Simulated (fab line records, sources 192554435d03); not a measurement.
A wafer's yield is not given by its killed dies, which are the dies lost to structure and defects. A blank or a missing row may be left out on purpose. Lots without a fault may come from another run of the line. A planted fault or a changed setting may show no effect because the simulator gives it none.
fab line records	flow n5_finfet
record lots=5	wafers=15	last_day=17
route steps=1938 shown WELL_APT@36 PMOS_HMC_CHANNEL_EPI@57 BEOL_M4@1111
lots with no fault: from the same line, run without faults
start_h: the number of hours between the record's first day and the start of the first shown wafer of the lot	wait_h: hours since the lot's step before	" as in the row above	L1.1+2: a row that stands for several wafers	- no value, or no start given	* or withheld: withheld	< > ~ a bound
route shown NAME@n: NAME is a module with steps in the file, n the number in the route of the first one	usual: the fault-free wafers' mean and standard deviation	same: alike in all rows	chamber/n: place in a boat	sites: the reading at each site	_std_site: how widely they spread, as a standard deviation	_edge_site: inner sites' mean taken away from outer sites' mean	radius_mm: how far each site lies from the wafer's centre	mask NAME#n: copy n	behind: tool/chamber where the wafer was last shaped	hold: reason for holding the lot/hours on hold/outcome of the hold	device: which transistor (n, p or np) failed to switch	end of line: the route-end tests of the same wafers	where a step has no rows: the recipe by itself	killed: not the wafer's yield, but the dies lost to structure and defects at the first sort	map: shows each die of a wafer: x if killed, . if not, _ if none is there
set.NAME: the run value of the setting; set.NAME@STEP: its run value at that earlier step	model.NAME: the simulator's own value behind a step, which no gauge read
certain route steps with their lots: each step a table, each wafer a row
services: a tool's chamber out of use, with start hour (start_h, from the record's first day; less than 0 if before it), hours out, and reason
## steps
# step N5_WELL_APT_COAT_19
# recipe spin_rpm=1357	resist_thk_nm=950
# step N5_WELL_APT_EBR_21
# recipe solvent=PGMEA	ebr_width_mm=1.5
# step N5_WELL_APT_SOFTBAKE_20
# recipe temp_c=130	time_s=60
# step N5_WELL_APT_EXPOSE_22
# recipe mask_id=PWELL	na=0.8	source_shape=conventional	sigma_outer=0.8	polarization=unpolarized	defocus_nm=0	target_cd_nm=200	dose_mj=23.2
# step N5_WELL_APT_PEB_23
# recipe peb_temp_c=130	peb_time_s=90
# step N5_WELL_APT_DEVELOP_24
# recipe develop_time_s=45	rinse_liquid=surfactant_rinse	dry=air_spin	dev_temp_c=21
# step N5_WELL_APT_HARDBAKE_29
# recipe temp_c=130	time_s=120
# step N5_WELL_APT_DESCUM_30
# recipe chemistry=O2	time_s=7.9	source_power_w=50	bias_power_w=20	pressure_mtorr=20	rf_frequency_hz=2.712e+07	temp_c=40	o2_flow_sccm=225
# step N5_WELL_APT_IMPLANT_31
# recipe species=B	energy_kev=60	dose_cm2=1.5e+13	tilt_deg=0	rotation_deg=0
# step N5_WELL_APT_IMPLANT_32
# recipe species=BF2	energy_kev=50	dose_cm2=2e+13	tilt_deg=0	rotation_deg=0
# usual dose_ions_cm2=1.9998e+13/2.4e+10	faraday_current_uA=254/5.3	tilt_deg=-0.001/0.018
lot.wafer	tool	chamber	start_h	wait_h	dose_ions_cm2	faraday_current_uA	tilt_deg
L775.2	implanter-01	0	27.27	0.1	2.0027e+13	264	-0.004
L775.4	"	0	"	"	2.003e+13	246	0.006
L775.6	"	0	"	"	2.0028e+13	242	0.014
L790.2	implanter-01	0	117.54	0.1	2.8897e+13	356	-0.043
L790.3	"	0	"	"	2.8908e+13	364	-0.025
L790.6	"	0	"	"	2.8899e+13	372	-0.016
L791.2	implanter-01	0	123.49	0.1	2.8937e+13	346	0.012
L791.3	"	0	"	"	2.8907e+13	359	0.008
L791.6	"	0	"	"	2.8914e+13	360	0.004
L792.2	implanter-01	0	129.76	0.1	2.8941e+13	355	0.001
L792.3	"	0	"	"	2.8917e+13	372	-0.003
L792.5	"	0	"	"	2.8862e+13	369	-0.021
L795.2	implanter-02	0	148.54	0.1	2.0013e+13	244	-0.039
L795.4	"	0	"	"	1.9994e+13	261	-0.013
L795.6	"	0	"	"	1.9992e+13	255	-0.018
# step N5_WELL_APT_STRIP_33
# recipe chemistry=SPM	time_s=900	temp_c=130	h2so4_h2o2_vol_ratio=4	dry=ipa_marangoni
# step N5_WELL_APT_RTA_34
# recipe temp_c=1000	time_s=10	ambient=N2	idle_temp_c=600	ramp_up_c_per_s=150	ramp_down_c_per_s=60	cool_to_c=600
# step N5_WELL_APT_OXIDE_STRIP_42
# recipe chemistry=dHF	dilution=25:1	time_s=45	temp_c=25	target=SiO2	target_depth_a=120
# step N5_WELL_APT_PRECLEAN_36
# recipe chemistry=O3/DIW	time_s=45	temp_c=22	o3_ppm=10
# step N5_WELL_APT_PRECLEAN_39
# recipe chemistry=dHF	time_s=60	dilution=150:1	temp_c=25
# step N5_WELL_APT_SRD_37
# recipe dry=ipa_marangoni	do_ppb=5	time_s=30	temp_c=23	rinse_liquid=diw
# step N5_WELL_APT_EPI_41
# recipe material=Si	target_thk_a=500	temp_c=650	precursor=SiH4/H2	pressure_torr=20	time_s=297.7
# step N5_PMOS_HMC_CHANNEL_EPI_HM_DEP_34
# recipe material=SiO2	target_thk_a=360	temp_c=400	precursor=TEOS/O2	pressure_torr=6.5	rf_w=900	teos_flow_sccm=161.4	gas=O2	flow_sccm=2650	time_s=6.9
# step N5_PMOS_HMC_CHANNEL_EPI_COAT_31
# recipe resist=BARC	temp_c=205	time_s=60	spin_rpm=1500	resist_thk_nm=66
# step N5_PMOS_HMC_CHANNEL_EPI_COAT_03
# recipe resist=CAR-ArF-block	spin_rpm=1500	resist_thk_nm=205
# step N5_PMOS_HMC_CHANNEL_EPI_EBR_05
# recipe solvent=PGMEA	ebr_width_mm=1.5
# step N5_PMOS_HMC_CHANNEL_EPI_SOFTBAKE_04
# recipe temp_c=110	time_s=60	resist=CAR-ArF-block
# step N5_PMOS_HMC_CHANNEL_EPI_EXPOSE_06
# recipe mask_id=PMOS_HMC_BLK	na=1.35	source_shape=conventional	sigma_outer=0.8	polarization=unpolarized	target_cd_nm=240	dose_mj=41
# step N5_PMOS_HMC_CHANNEL_EPI_PEB_07
# recipe peb_temp_c=110	peb_time_s=60	resist=CAR-ArF-block
# step N5_PMOS_HMC_CHANNEL_EPI_DEVELOP_08
# recipe develop_time_s=30	developer=TMAH	resist=CAR-ArF-block	dev_temp_c=23	rinse_liquid=diw	dry=air_spin
# step N5_PMOS_HMC_CHANNEL_EPI_DESCUM_14
# recipe chemistry=O2	time_s=7.9	source_power_w=50	bias_power_w=20	pressure_mtorr=20	rf_frequency_hz=2.712e+07	temp_c=40	resist=CAR-ArF-block	o2_flow_sccm=225
# step N5_PMOS_HMC_CHANNEL_EPI_ETCH_32
# recipe chemistry=N2/H2	target=BARC	stop_on=SiO2	target_depth_a=858	over_etch_frac=0.3	time_s=50.3	ion_energy_ev=200	mask_material=CAR-ArF-block	pressure_mtorr=30	source_w=840	bias_w=150	n2_flow_sccm=200	h2_flow_sccm=200
# step N5_PMOS_HMC_CHANNEL_EPI_HM_OPEN_15
# recipe chemistry=CHF3/O2	target=SiO2	mask_material=CAR-ArF-block	target_depth_a=406	CHF3_flow_sccm=50	O2_flow_sccm=5	Ar_flow_sccm=200	time_s=20.3	pressure_mtorr=30	source_w=650	bias_w=170	ion_energy_ev=200
# step N5_PMOS_HMC_CHANNEL_EPI_STRIP_33
# recipe chemistry=N2/H2	power_w=500	temp_c=40	pressure_mtorr=50	rf_frequency_hz=6e+07	overash_fraction=0.3	bias_power_w=8	h2_frac=0.5	n2_flow_sccm=300	h2_flow_sccm=300
# step N5_PMOS_HMC_CHANNEL_EPI_STRIP_17
# recipe chemistry=SPM	time_s=750	temp_c=130	h2so4_h2o2_vol_ratio=4	dry=ipa_marangoni
# step N5_PMOS_HMC_CHANNEL_EPI_ETCH_38
# recipe chemistry=CF4	target=SiO2	target_depth_a=15	ion_energy_ev=350	pressure_mtorr=10	icp_w=800	bias_w=400	cf4_flow_sccm=80
# step N5_PMOS_HMC_CHANNEL_EPI_FIN_RECESS_16
# recipe chemistry=HBr/Cl2	target=Si	mask_material=SiO2	target_depth_a=540	time_s=18	pressure_mtorr=10	icp_w=800	bias_w=75	HBr_flow_sccm=150	Cl2_flow_sccm=80
# step N5_PMOS_HMC_CHANNEL_EPI_PRECLEAN_36
# recipe chemistry=O3/DIW	time_s=45	temp_c=22	o3_ppm=10
# step N5_PMOS_HMC_CHANNEL_EPI_PRECLEAN_18
# recipe chemistry=DHF	time_s=30	temp_c=25	dilution=withheld
# step N5_PMOS_HMC_CHANNEL_EPI_SRD_19
# recipe dry=ipa_marangoni	do_ppb=5	time_s=30	temp_c=23	rinse_liquid=diw
# step N5_BEOL_M4_RC_MEAS_101
# usual CJ_N=4.35/0.061	DIBL_N=36.3/1.2	DIBL_P=36.3/1.4	IOFF_N=0.157/0.02	IOFF_P=0.22/0.033	ION_N=675/9.6	ION_P=465/8.2	RS_PWELL=3012/25	SS_N=71.4/0.45	SS_P=73.3/0.54	VT_N=249.8/2.5	VT_P=-249/3.2
lot.wafer	tool	chamber	start_h	wait_h	CJ_N	DIBL_N[mV/V]	DIBL_P[mV/V]	IOFF_N[nA/um]	IOFF_P[nA/um]	ION_N[uA/um]	ION_P[uA/um]	RS_PWELL[ohm/sq]	SS_N[mV/dec]	SS_P[mV/dec]	VT_N[mV]	VT_P[mV]
L775.2	prober-01	0	188.04	0.2	4.29	36.7	37.2	0.161	0.19	675	454	3003	70.6	72.9	250.2	-252
L775.4	"	0	"	"	4.34	35.9	35.8	0.147	0.18	681	458	3040	71.0	72.7	248.5	-250
L775.6	"	0	"	"	4.29	36.0	36.6	0.156	0.19	677	460	3010	71.7	73.4	249.3	-250
L790.2	prober-02	0	299.80	0.2	5.20	35.3	35.0	0.147	0.24	679	470	2961	71.8	73.4	250.3	-247
L790.3	"	0	"	"	5.27	35.1	34.9	0.150	0.23	687	475	2931	71.9	73.4	249.9	-248
L790.6	"	0	"	"	5.27	35.4	35.2	0.151	0.25	673	467	2951	71.5	73.3	251.1	-246
L791.2	prober-01	0	299.91	0.2	5.21	35.3	34.6	0.128	0.16	657	449	2896	70.8	73.6	253.6	-259
L791.3	"	0	"	"	5.22	36.0	35.0	0.141	0.17	657	447	2914	71.5	73.3	252.0	-254
L791.6	"	0	"	"	5.18	35.3	34.3	0.128	0.16	659	449	2908	71.5	74.4	255.3	-259
L792.2	prober-02	0	300.73	0.3	5.23	35.1	37.1	0.128	0.20	655	460	2931	70.8	73.3	252.7	-251
L792.3	"	0	"	"	5.21	34.8	36.5	0.128	0.19	664	462	2931	70.8	72.7	252.3	-251
L792.5	"	0	"	"	5.17	34.7	36.3	0.123	0.20	661	465	2944	70.9	72.6	253.0	-251
L795.2	prober-01	0	307.35	0.2	4.27	37.1	37.2	0.175	0.28	680	472	2999	71.5	73.8	246.7	-245
L795.4	"	0	"	"	4.24	36.1	35.8	0.147	0.25	665	465	2993	71.4	72.6	250.7	-246
L795.6	"	0	"	"	4.19	36.9	37.3	0.168	0.27	670	472	2999	71.8	73.5	249.9	-245
## services
tool	chamber	start_h	hours	kind
implanter-01	-	94.09	4.1	pm
implanter-01	-	129.96	1.8	repair
## key
first_sign step=N5_WELL_APT_IMPLANT_32	reading=dose_ions_cm2	direction=up	sigmas=99+	usual=1.9998e+13	struck=2.8909e+13
effect step=N5_WELL_APT_IMPLANT_32	reading=faraday_current_uA	direction=up	sigmas=20	usual=254	struck=361
effect step=N5_BEOL_M4_RC_MEAS_101	reading=CJ_N	direction=up	sigmas=14	usual=4.35	struck=5.22
effect step=N5_BEOL_M4_RC_MEAS_101	reading=RS_PWELL	direction=down	sigmas=3.2	usual=3012	struck=2930
met_at N5_WELL_APT_IMPLANT_32
struck_wafers L790.2,L790.3,L790.6,L791.2,L791.3,L791.6,L792.2,L792.3,L792.5
onset_between 27.27 117.54
fault kind=process_parameter_drift	tool=implanter-01	chamber=-	onset_h=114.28	steps=N5_WELL_APT_IMPLANT_32	channel=dose_cm2	offset=8.9178e+12	shape=step	end_h=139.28	acts_in=these_recipes_only	stated=2e+13
